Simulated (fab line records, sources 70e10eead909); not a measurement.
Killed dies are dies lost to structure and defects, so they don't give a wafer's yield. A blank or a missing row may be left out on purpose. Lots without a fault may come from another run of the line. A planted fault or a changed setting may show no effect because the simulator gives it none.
Chamber matching | flow nand_harc | NHARC_A_STAIRCASE_CMP_152 on cmp-02: 4 sister chambers
The step polishes. 14 wafers are shown with their chamber, then 7 later ones without.

WAFERS WITH THEIR CHAMBER
wafer  | chamber | motor_current_A (A) | edge_zone_pressure_frac
L077.1 | 1       | 12.1                | 1.005
L077.4 | 3       | 14.8                | 1.000
L077.5 | 1       | 12.1                | 1.007
L081.1 | 3       | 14.8                | 1.003
L081.4 | 2       | 12.0                | 0.996
L081.5 | 0       | 12.2                | 0.990
L088.4 | 1       | 12.2                | 0.993
L088.5 | 2       | 11.3                | 0.995
L088.6 | 3       | 15.2                | 0.996
L089.1 | 0       | 11.8                | 0.998
L089.2 | 1       | 12.1                | 0.999
L089.4 | 2       | 11.6                | 1.005
L090.3 | 3       | 15.4                | 1.002
L090.4 | 0       | 12.5                | 0.996

SIGNATURES (means of the wafers above)
reading                 | chamber 0 | chamber 1 | chamber 2 | chamber 3 | scatter within a chamber
motor_current_A         | 12.167    | 12.125    | 11.633    | 15.050    | 0.278
edge_zone_pressure_frac | 0.99467   | 1.00100   | 0.99867   | 1.00025   | 0.00494
Rule: a wafer's distance from a chamber is the root of the sum, over the readings, of the square of ((its reading less the chamber's mean) divided by the reading's scatter). The wafer belongs to the nearest chamber; if the next one is less than 2 further off, it can't be placed. The scatter: the root of (the sum of the squares of (reading less its chamber's mean) over the shown wafers, divided by (wafers less chambers)).

WAFERS WITHOUT THEIR CHAMBER
wafer  | motor_current_A (A) | edge_zone_pressure_frac
L090.5 | 16.1                | 1.003
L091.1 | 11.4                | 0.995
L091.4 | 15.2                | 1.007
L091.5 | 15.4                | 0.997
L096.1 | 12.4                | 1.005
L096.2 | 14.6                | 1.004
L096.5 | 15.8                | 1.003

WHICH CHAMBER EACH WENT THROUGH
wafer  | from the rows above          | in truth
L090.5 | 3                            | 3
L091.1 | can't be placed: 2 or 0 or 1 | 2
L091.4 | 3                            | 3
L091.5 | 3                            | 3
L096.1 | can't be placed: 1 or 0 or 2 | 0
L096.2 | 3                            | 3
L096.5 | 3                            | 3
Placed correctly: 5 of 7. Can't be placed from these rows: 2 (the true chamber is among the candidates in 2). Placed wrongly: 0.
